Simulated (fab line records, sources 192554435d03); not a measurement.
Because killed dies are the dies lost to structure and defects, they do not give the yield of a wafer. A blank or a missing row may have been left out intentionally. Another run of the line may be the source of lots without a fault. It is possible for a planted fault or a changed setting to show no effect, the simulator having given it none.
Problem report, 8D (eight disciplines) form, completed by code ; flow n5 finfet ; the parts of the form that need people (team, actions taken, sign-off) are left out

1. WHAT IS WRONG
Wafers without a fault read 14, standard deviation 5.5; killed_at_M4_up at N5_PASSIVATION_PROBE_49 reads a mean of 141 on 2 wafers belonging to 2 lots. Measured from the usual mean, that is +23 standard deviations.
The first sign was on wafer L346.1 at day 12 23:40, on prober-01. The record has a number at this step for 12 wafers belonging to 4 lots. By rule, "out" or "out of limits" means more than 4 standard deviations away from the usual mean. All remaining wafers that have a number are taken as sound.

2. WHAT IT IS, WHAT IT ISN'T
question;is;is not
which readings at this step;killed_at_M4_up, defect limited yield, killed dies, sort_bin_5_function, sort n pass, sort yield pct;killed_at_M0_to_M3, killed at contacts, killed at front end, killed at other, killed open, killed short
which lots;L346, L348;L344, L358
which wafers of those lots;L346.1, L348.3;L346.4, L346.5, L348.4, L348.6
read on which tools;prober-01, prober-02;-
when;from day 12 23:40;"up to then (3 sound wafers); but 7 sound wafers of L346, L348, L358 came after"

3. SUSPECTS, AND WHAT RULES EACH OUT
Counting: if a tool at a process step up to the reading ran every lot that is out, it stays a suspect. Sound lots after the first of them don't rule it out here, since some wafers of a struck lot are sound.
- rie diel-06 at N5_BEOL_M9_STRIP_80 (strips in N2/H2, time 10 s): kept. Every lot that is out went through it, the first being L346 (day 10 12:01); the last sound lot it ran before that was L344 (day 9 17:58).
- At N5_BEOL_M9_STRIP_80 on rie diel-06, chamber 2 took the sound wafers of the same lots and chamber 3 took the wafers that are out.
After counting, what remains is rie diel-06 at N5_BEOL_M9_STRIP_80.

4. THE CAUSE (what the simulator had put in)
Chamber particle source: rie diel-06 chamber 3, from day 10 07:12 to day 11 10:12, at N5_BEOL_M9_STRIP_80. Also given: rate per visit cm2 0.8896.
The count eliminated every tool but this one.

5. THE CHAIN OF EFFECTS, in route order
One row per reading whose mean, taken over the struck wafers that have a number, lies over 3 standard deviations from the usual. Only readings for which the record gives a usual standard deviation are gone through. hours: the time from each lot's start at the first step in this table that gives one to its start at this step, as a median over the lots. sigmas: the change in usual standard deviations.
hours;step;reading;usual;on struck wafers;change;sigmas
0;N5_PASSIVATION_PROBE_49;defect limited yield;91.3 %;80.1;-11.2;-6.6
0;N5_PASSIVATION_PROBE_49;killed_at_M4_up;14;141;+127;+23
0;N5_PASSIVATION_PROBE_49;killed dies;103;235;+132;+6.6
0;N5_PASSIVATION_PROBE_49;sort_bin_5_function;5.1 %;11.9;+6.8;+6.2
0;N5_PASSIVATION_PROBE_49;sort_bin_6_memory;3.3 %;5.5;+2.2;+3.0
0;N5_PASSIVATION_PROBE_49;sort n pass;1077;945;-132;-6.6
0;N5_PASSIVATION_PROBE_49;sort yield pct;91.3 %;80.1;-11.2;-6.6
It contains these process steps:
- N5_PASSIVATION_PROBE_49

6. WHAT WOULD HAVE CAUGHT IT SOONER
In this record the first reading out of limits was taken at day 12 23:40, 64 hours after the fault began at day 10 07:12.
Of the tool readings at N5_BEOL_M9_STRIP_80 for which the record gives a usual standard deviation, none was out on any struck wafer, so an alarm limit of 4 standard deviations on them would not have fired.
By day 12 23:40 the whole set of lots that are out, 2 in number, had already begun N5_BEOL_M9_STRIP_80 on rie diel-06. Holding the tool at that point would not have protected any of them.
